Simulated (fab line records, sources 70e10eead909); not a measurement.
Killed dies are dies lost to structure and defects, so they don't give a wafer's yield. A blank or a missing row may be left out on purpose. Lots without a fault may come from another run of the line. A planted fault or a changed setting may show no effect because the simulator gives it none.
Problem report in the 8D (eight disciplines) form, filled by code | flow nand_harc | the parts of the form that need people (team, actions taken, sign-off) are left out

1. THE PROBLEM
cd_nm at NHARC_A_M1_CD_MEAS_09 reads a mean of 126.9 nm on 3 wafers of 2 lots; wafers without a fault read 120.0 nm with a standard deviation of 0.55. That is +12 standard deviations from the usual mean.
The step: target cd 120 nm.
First seen on wafer L311.1, day 22 02:59, on cd_sem-01. The record holds 33 wafers of 12 lots with a number at this step. Rule for "out", or "out of limits": more than 4 standard deviations from the usual mean. The other wafers with a number count as sound.

2. WHAT IT IS AND WHAT IT IS NOT
question                    | is                     | is not
which readings at this step | cd_nm                  | -
which lots                  | L311, L315             | L299, L300, L302, L307, L312, L316, L317, L318, L319, L320
which wafers of those lots  | all that have a number | -
read on which gauges        | cd_sem-01, cd_sem-02   | cd_sem-03
when                        | from day 22 02:59      | up to then (15 sound wafers); but 15 sound wafers of L316, L317, L318, L319, L320 came after

3. SUSPECTS, AND WHAT RULES EACH OUT
Counting: a tool at a process step up to the reading stays a suspect if it ran every lot that is out and no sound lot after the first of them.
- the gauge at NHARC_A_M1_CD_MEAS_09: ruled out. The wafers that are out were read on 2 gauges (cd_sem-01, cd_sem-02).
- arfi_scanner-01 at NHARC_A_M1_EXPOSE_06 (exposes mask A M1, target cd 120 nm): kept. It ran every lot that is out, first L311 (day 22 02:50), and no sound lot after that; its last sound lot up to then is L312 (day 20 23:54).
Left after counting: arfi_scanner-01 at NHARC_A_M1_EXPOSE_06.

4. THE CAUSE (what the simulator had put in)
Process parameter drift: arfi_scanner-01, from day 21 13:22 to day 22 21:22, at NHARC_A_M1_EXPOSE_06. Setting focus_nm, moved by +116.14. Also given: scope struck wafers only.
Counting left only this tool.

5. THE CHAIN OF EFFECTS, in route order
Each row: a reading whose mean over the struck wafers that have a number lies more than 3 standard deviations from the usual. Only readings for which the record gives a usual standard deviation are gone through. hours: the time from each lot's start at the first step in this table that gives one to its start at this step, as a median over the lots. sigmas: the change in usual standard deviations.
hours | step                  | reading | usual    | on struck wafers | change | sigmas
0     | NHARC_A_M1_CD_MEAS_09 | cd_nm   | 120.0 nm | 126.9            | +6.9   | +12
Later measuring or inspecting steps at which every struck wafer that the step has a row for has a number for every such reading, and none has moved that far: NHARC_A_M1_INSPECT_11, NHARC_END_SORT_01.

6. WHAT WOULD HAVE CAUGHT IT SOONER
In this record the first reading out of limits at a measuring or inspecting step was taken at day 22 02:59, 14 hours after the fault began at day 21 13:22.
Of the lots that are out (2), L315 began NHARC_A_M1_EXPOSE_06 on arfi_scanner-01 after day 22 02:59. A hold on the tool at that time would have spared it.
